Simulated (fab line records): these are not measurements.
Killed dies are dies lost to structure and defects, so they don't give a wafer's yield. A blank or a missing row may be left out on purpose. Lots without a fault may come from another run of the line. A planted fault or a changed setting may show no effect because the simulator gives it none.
Which tool was responsible? -- flow nand-harc -- 24 lots, 72 wafers sampled, at 3 steps of a route of 1302

== WHAT EACH GAUGE READ, for each wafer ==
NHARC_A_CONTACT_CD_MEAS_69: target cd 300 nm. Usual: cd-nm at 300.2 nm, with a standard deviation of 0.68.
lot,measured,on,cd-nm (nm),flag
L074,day 22 07:33,cd-sem-03,300.1 299.5 302.2,
L075,day 22 10:51,cd-sem-03,300.6 299.6 299.5,
L076,day 22 19:32,cd-sem-01,299.1 299.9 300.2,
L078,day 23 06:58,cd-sem-01,301.0 299.5 299.9,
L077,day 23 08:59,cd-sem-01,300.7 299.9 300.6,
L080,day 24 07:49,cd-sem-01,301.0 300.6 299.0,
L079,day 24 11:41,cd-sem-03,300.9 300.3 300.4,
L081,day 24 22:01,cd-sem-01,299.7 300.5 300.0,
L082,day 25 07:39,cd-sem-02,300.8 299.7 299.6,
L083,day 25 08:58,cd-sem-02,300.8 300.0 300.3,
L084,day 26 00:14,cd-sem-01,301.0 300.3 300.5,
L085,day 26 04:49,cd-sem-01,299.9 299.2 299.5,
L086,day 26 19:07,cd-sem-01,300.4 300.4 300.3,
L087,day 26 20:43,cd-sem-02,300.2 299.9 299.4,
L088,day 27 15:40,cd-sem-02,301.6 300.6 300.3,
L089,day 27 15:55,cd-sem-02,300.8 299.5 300.2,
L090,day 28 12:05,cd-sem-01,300.0 299.7 299.3,
L091,day 28 15:49,cd-sem-02,300.4 299.9 299.6,
L092,day 29 19:40,cd-sem-01,299.8 300.1 300.1,
L093,day 29 19:49,cd-sem-02,299.5 299.0 299.9,
L094,day 30 12:28,cd-sem-03,300.5 300.0 301.3,
L095,day 30 15:23,cd-sem-03,301.0 301.5 301.1,
L096,day 31 01:17,cd-sem-02,298.9 300.8 299.3,
L097,day 31 07:22,cd-sem-01,300.6 300.5 299.6,

== WHICH TOOL RAN EACH LOT (tool, then ch and the chambers of the sampled wafers, then the start) ==
lot,NHARC_A_CONTACT_ETCH_48,NHARC_A_CONTACT_ETCH_119
L074,"rie-diel-05 ch 1,2, day 21 18:56","har-cap-etch-03 ch 0,1, day 21 22:35"
L075,"rie-diel-10 ch 0,1,2, day 22 00:37","har-cap-etch-02 ch 0,1, day 22 03:48"
L076,"rie-diel-05 ch 1,3, day 22 09:05","har-cap-etch-01 ch 0,1, day 22 12:43"
L078,"rie-diel-01 ch 1,3, day 22 21:10","har-cap-etch-03 ch 0,1, day 23 00:20"
L077,"rie-diel-10 ch 0,2,3, day 22 21:20","har-cap-etch-01 ch 0,1, day 23 00:45"
L080,"rie-diel-01 ch 0,1,2, day 23 17:56","har-cap-etch-01 ch 0,1, day 23 21:49"
L079,"rie-diel-05 ch 0,1,3, day 23 22:53","har-cap-etch-02 ch 0,1, day 24 02:02"
L081,"rie-diel-10 ch 1,2, day 24 10:37","har-cap-etch-01 ch 0,1, day 24 13:46"
L082,"rie-diel-05 ch 0,3, day 24 21:47","har-cap-etch-01 ch 0,1, day 25 01:01"
L083,"rie-diel-10 ch 1,2,3, day 24 22:34","har-cap-etch-02 ch 0,1, day 25 01:45"
L084,"rie-diel-01 ch 0,1,2, day 25 14:25","har-cap-etch-01 ch 0,1, day 25 17:35"
L085,"rie-diel-01 ch 0,1, day 25 17:09","har-cap-etch-02 ch 0,1, day 25 20:27"
L086,"rie-diel-05 ch 0,2, day 26 04:45","har-cap-etch-02 ch 0,1, day 26 08:06"
L087,"rie-diel-05 ch 0,2,3, day 26 06:15","har-cap-etch-03 ch 0,1, day 26 09:51"
L088,"rie-diel-05 ch 2,3, day 27 03:41","har-cap-etch-01 ch 0,1, day 27 06:50"
L089,"rie-diel-01 ch 0,2,3, day 27 04:05","har-cap-etch-02 ch 0,1, day 27 07:17"
L090,"rie-diel-05 ch 0,2,3, day 28 01:22","har-cap-etch-01 ch 1, day 28 04:31"
L091,"rie-diel-05 ch 0,1, day 28 04:31","har-cap-etch-03 ch 0,1, day 28 07:43"
L092,"rie-diel-05 ch 0,2,3, day 29 06:55","har-cap-etch-02 ch 0,1, day 29 10:03"
L093,"rie-diel-05 ch 0,2,3, day 29 09:35","har-cap-etch-03 ch 0,1, day 29 12:43"
L094,"rie-diel-05 ch 0,1, day 30 02:33","har-cap-etch-03 ch 0,1, day 30 05:45"
L095,"rie-diel-05 ch 0,1,2, day 30 03:04","har-cap-etch-01 ch 0,1, day 30 06:56"
L096,"rie-diel-01 ch 0,1,2, day 30 14:34","har-cap-etch-01 ch 1, day 30 17:41"
L097,"rie-diel-05 ch 1,3, day 30 20:47","har-cap-etch-02 ch 0,1, day 30 23:59"
- NHARC_A_CONTACT_ETCH_48: etches the open film in CF4, target depth 39 nm, time 65 s.
- NHARC_A_CONTACT_ETCH_119: etches the open film in C4F8/O2/Ar, time 190 s, target depth 1850 nm.

== AS READ BY THE TOOLS THEMSELVES (means over the sampled wafers that have a number; for cases with no such wafer, the mark the record gives instead) ==
NHARC_A_CONTACT_ETCH_48. Usual: bias-w 99.97 W, standard deviation 0.29; drypump-motor-current-A 5.8 A, standard deviation 0.3; oes-product-au 1.002 a.u., standard deviation 0.014; rf-vpp-V 151.5 V, standard deviation 1.1; showerhead-plenum-p-Torr 1.79 Torr, standard deviation 0.061; throttle-valve-pct 13.284 %, standard deviation 0.0084.
lot,tool,bias-w (W),drypump-motor-current-A (A),oes-product-au (a.u.),rf-vpp-V (V),showerhead-plenum-p-Torr (Torr),throttle-valve-pct (%),flag
L074,rie-diel-05,100.01,6.0,0.992,151.0,1.76,13.279,
L075,rie-diel-10,99.84,5.5,1.014,152.6,1.85,13.287,
L076,rie-diel-05,99.76,5.9,0.987,151.5,1.81,13.292,
L078,rie-diel-01,100.31,5.8,1.005,152.1,1.82,13.286,
L077,rie-diel-10,99.98,5.6,1.007,151.2,1.86,13.287,
L080,rie-diel-01,100.07,5.6,1.002,152.2,1.79,13.287,
L079,rie-diel-05,100.00,5.8,1.004,151.3,1.80,13.280,
L081,rie-diel-10,99.93,5.5,1.021,152.3,1.86,13.289,
L082,rie-diel-05,99.92,5.7,1.015,151.5,1.80,13.287,
L083,rie-diel-10,99.84,5.7,1.017,151.7,1.82,13.281,
L084,rie-diel-01,99.95,5.6,1.002,151.6,1.79,13.288,
L085,rie-diel-01,99.83,5.6,1.014,151.7,1.74,13.285,
L086,rie-diel-05,99.90,5.8,1.002,152.0,1.75,13.294,
L087,rie-diel-05,100.21,5.8,1.008,151.2,1.77,13.279,
L088,rie-diel-05,99.79,5.8,1.004,150.7,1.78,13.288,
L089,rie-diel-01,100.07,5.4,0.998,151.2,1.83,13.279,
L090,rie-diel-05,99.82,5.8,0.994,151.2,1.76,13.287,
L091,rie-diel-05,99.92,5.9,0.994,151.3,1.78,13.281,
L092,rie-diel-05,99.86,5.8,0.999,152.0,1.76,13.291,
L093,rie-diel-05,100.13,5.8,0.997,151.7,1.76,13.279,
L094,rie-diel-05,99.98,5.9,0.985,151.8,1.78,13.273,
L095,rie-diel-05,99.75,5.9,1.002,150.0,1.74,13.292,
L096,rie-diel-01,100.39,5.6,1.005,151.9,1.77,13.281,
L097,rie-diel-05,100.06,5.9,0.979,151.8,1.79,13.281,

== THE ANSWER, worked out from the rows above alone ==
Rule: lot off if the mean of its wafers having a number is beyond 3 standard deviations from the usual mean. A lot without any number at a reading at which 4 lots or more have one is off too. The other lots that the step has rows for count as sound. First the gauges in route order, then the tools' own readings, where a lot's mean is used as printed above. The first step at which some lot is off is used, and at that step the reading that is off furthest; a lot without a number counts as furthest.
None of the lots is off at any reading shown; this tells nothing.

== WHAT THE SIMULATOR HAD PUT IN ==
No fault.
